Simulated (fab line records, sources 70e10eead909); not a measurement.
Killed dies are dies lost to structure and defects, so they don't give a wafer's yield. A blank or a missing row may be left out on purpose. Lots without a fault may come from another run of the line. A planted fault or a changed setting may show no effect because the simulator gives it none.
Problem report in the 8D (eight disciplines) form, filled by code | flow nand_harc | the parts of the form that need people (team, actions taken, sign-off) are left out

1. THE PROBLEM
cd_nm at NHARC_P_GATE_CD_MEAS_26 reads a mean of 105.3 nm on 6 wafers of 2 lots; wafers without a fault read 119.8 nm with a standard deviation of 0.74. That is -20 standard deviations from the usual mean.
The step: target cd 120 nm.
First seen on wafer L956.1, day 7 04:43, on cd_sem-02. The record holds 33 wafers of 11 lots with a number at this step. Rule for "out", or "out of limits": more than 4 standard deviations from the usual mean. The other wafers with a number count as sound.

2. WHAT IT IS AND WHAT IT IS NOT
question                    | is                     | is not
which readings at this step | cd_nm                  | -
which lots                  | L956, L962             | L947, L949, L952, L954, L964, L966, L967, L969, L970
which wafers of those lots  | all that have a number | -
read on which gauges        | cd_sem-01, cd_sem-02   | cd_sem-03
when                        | from day 7 04:43       | up to then (12 sound wafers); but 15 sound wafers of L964, L966, L967, L969, L970 came after

3. SUSPECTS, AND WHAT RULES EACH OUT
Counting: a tool at a process step up to the reading stays a suspect if it ran every lot that is out and no sound lot after the first of them.
- the gauge at NHARC_P_GATE_CD_MEAS_26: ruled out. The wafers that are out were read on 2 gauges (cd_sem-01, cd_sem-02).
- rie_si-05 at NHARC_P_STI_ETCH_15 (etches the open film in HBr/Cl2, target depth 300 nm, time 100.1 s): kept. It ran every lot that is out, first L956 (day 4 20:32), and no sound lot after that; its last sound lot up to then is L954 (day 4 06:02).
- arfi_scanner-02 at NHARC_P_GATE_EXPOSE_23 (exposes mask P GATE, target cd 120 nm): kept. It ran every lot that is out, first L956 (day 7 04:35), and no sound lot after that; its last sound lot up to then is L949 (day 5 11:21). Its own readings are out on those wafers: exposure_dose_mJ_cm2.
Left after counting: rie_si-05 at NHARC_P_STI_ETCH_15, arfi_scanner-02 at NHARC_P_GATE_EXPOSE_23.

4. THE CAUSE (what the simulator had put in)
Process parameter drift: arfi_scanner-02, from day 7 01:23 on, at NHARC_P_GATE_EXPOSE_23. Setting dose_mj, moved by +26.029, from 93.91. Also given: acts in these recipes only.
Counting left 2 suspects, and this tool is among them.

5. THE CHAIN OF EFFECTS, in route order
Each row: a reading whose mean over the struck wafers that have a number lies more than 3 standard deviations from the usual. Only readings for which the record gives a usual standard deviation are gone through. hours: the time from each lot's start at the first step in this table that gives one to its start at this step, as a median over the lots. sigmas: the change in usual standard deviations.
hours | step                    | reading              | usual    | on struck wafers | change | sigmas
0     | NHARC_P_GATE_EXPOSE_23  | exposure_dose_mJ_cm2 | 93.90    | 119.94           | +26.04 | +99 or more
0     | NHARC_P_GATE_CD_MEAS_26 | cd_nm                | 119.8 nm | 105.3            | -14.5  | -20
386   | NHARC_END_SORT_01       | killed_at_periphery  | 3.3      | 24.5             | +21.2  | +8.8
The process steps in it:
- NHARC_P_GATE_EXPOSE_23: exposes mask P GATE, target cd 120 nm.

6. WHAT WOULD HAVE CAUGHT IT SOONER
In this record the first reading out of limits at a measuring or inspecting step was taken at day 7 04:43, 3 hours after the fault began at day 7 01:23.
The tool's own readings at NHARC_P_GATE_EXPOSE_23 were out on every struck wafer that the step has a row for (exposure_dose_mJ_cm2): an alarm limit on them would have fired on the first of those.
Of the lots that are out (2), L962 began NHARC_P_GATE_EXPOSE_23 on arfi_scanner-02 after day 7 04:43. A hold on the tool at that time would have spared it.
